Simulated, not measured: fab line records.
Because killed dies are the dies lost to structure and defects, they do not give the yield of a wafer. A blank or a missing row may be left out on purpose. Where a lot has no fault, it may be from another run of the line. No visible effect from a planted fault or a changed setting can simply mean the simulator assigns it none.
A lot that was struck, set against a sound lot ; flow nandHarc ; 15 out of 1302 route steps
Sound: these wafers, L465.1, L465.2, L465.4. Struck: wafers L469.3, L469.6. (L469.2 of the same lot was not struck and is left out.) The cause comes at the end.
Per side, at each step with rows, come the tool, then ch with its chambers, and then its first start. Under that, the readings that differ: sound wafers ; struck wafers ; difference of the means ; sigmas: that difference in standard deviations of wafers without a fault.
alike: same words and numbers on both sides, and readings whose means sit less than 2 such deviations apart. not compared: any withheld reading, any reading some wafer has no value for, any bound like >300 that may hide the same value, and any number with overlapping values for which the record gives no deviation.
The two part at a step that has a row with sigmas, a row that says differs or no value, or rows on one side only. Non-overlapping numbers with no deviation appear without sigmas and do not part them. A reading that every wafer of one side lacks parts them only if that side has two wafers or more.

first, 7 steps without rows for these wafers: NHARC_A_SLIT_HMDS_02 (time 30 s); NHARC_A_SLIT_COAT_03 (resist thk 90 nm); NHARC_A_SLIT_SOFTBAKE_04 (time 55 s); NHARC_A_SLIT_EBR_05; NHARC_A_SLIT_EXPOSE_06 (exposes mask SLIT); NHARC_A_SLIT_PEB_07 (peb time 65 s); NHARC_A_SLIT_DEVELOP_08 (develop time 35 s).
NHARC_A_SLIT_CD_MEAS_09 targets a cd of 300 nm.
  sound on cdSem-01 ch 0, day 23 02:45; struck on cdSem-02 ch 0, day 24 16:23
  alike: cdNm
NHARC_A_SLIT_OVL_MEAS_10:
  sound on overlay-01 at day 23 02:50; struck on overlay-01 at day 24 16:28
  alike: overlayXNm, overlayYNm
NHARC_A_SLIT_INSPECT_11:
  sound on defectInspect-02 at day 23 02:52; struck on defectInspect-02 at day 24 16:30
  alike: rawDefectCount
NHARC_A_SLIT_DESCUM_14: chemistry O2, time 3 s.
  sound on rieDiel-05 ch 0,2,3, day 23 02:56; struck on rieDiel-10 ch 0,2, day 24 16:35
  alike: drypumpMotorCurrentA, oesProductAu, rfVppV, showerheadPlenumPTorr, throttleValvePct
  not compared: rfHoursCounterH
NHARC_A_SLIT_ETCH_24: etches the open film in CF4/CHF3, target depth 121 nm, time 60.5 s.
  sound on rieDiel-05 ch 1,2,3, day 23 03:01; struck on rieDiel-10 ch 2,3, day 24 16:39
  alike: chf3FlowSccm, drypumpMotorCurrentA, oesProductAu, rfVppV, showerheadPlenumPTorr, throttleValvePct
  not compared: rfHoursCounterH
NHARC_A_SLIT_ETCH_15: etches the open film in O2/COS, target depth 6200 nm, time 1612 s.
  sound on rieDiel-05 ch 1,2,3, day 23 03:07; struck on rieDiel-10 ch 0, day 24 16:44
reading;sound;struck;difference;sigmas
oesProductAu (a.u.);1.006 1.011 1.001;0.852 0.841;-0.159;-13
showerheadPlenumPTorr (Torr);3.01 3.25 3.16;2.92 2.92;-0.22;-2
  alike: drypumpMotorCurrentA, rfVppV, throttleValvePct
  not compared: rfHoursCounterH
NHARC_A_SLIT_ETCH_17: etches the open film in C4F8/O2/Ar, time 4254.5 s, target depth 20300 nm.
  sound on harEtch-02 ch 0,1, day 23 04:12; struck on harEtch-01 ch 1, day 24 19:59
  alike: drypumpMotorCurrentA, showerheadPlenumPTorr, throttleValvePct
  not compared: rfHoursCounterH
-- jump in the record: it breaks off in module A_SLIT and resumes in module END (first step shown: number 1302 of the route), and 5 days separate the struck wafers' starts before and after --
NHARC_END_SORT_01:
  only the struck wafers appear in the record here, on prober-01 ch 0 at day 29 13:44; the sound ones have no rows

== WHERE THEY PART ==
Earliest at NHARC_A_SLIT_ETCH_15; latest, in this record, at NHARC_END_SORT_01.

WHY: whatever the simulator had introduced
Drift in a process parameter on rieDiel-10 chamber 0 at NHARC_A_SLIT_ETCH_15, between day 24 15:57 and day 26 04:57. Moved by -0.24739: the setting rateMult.
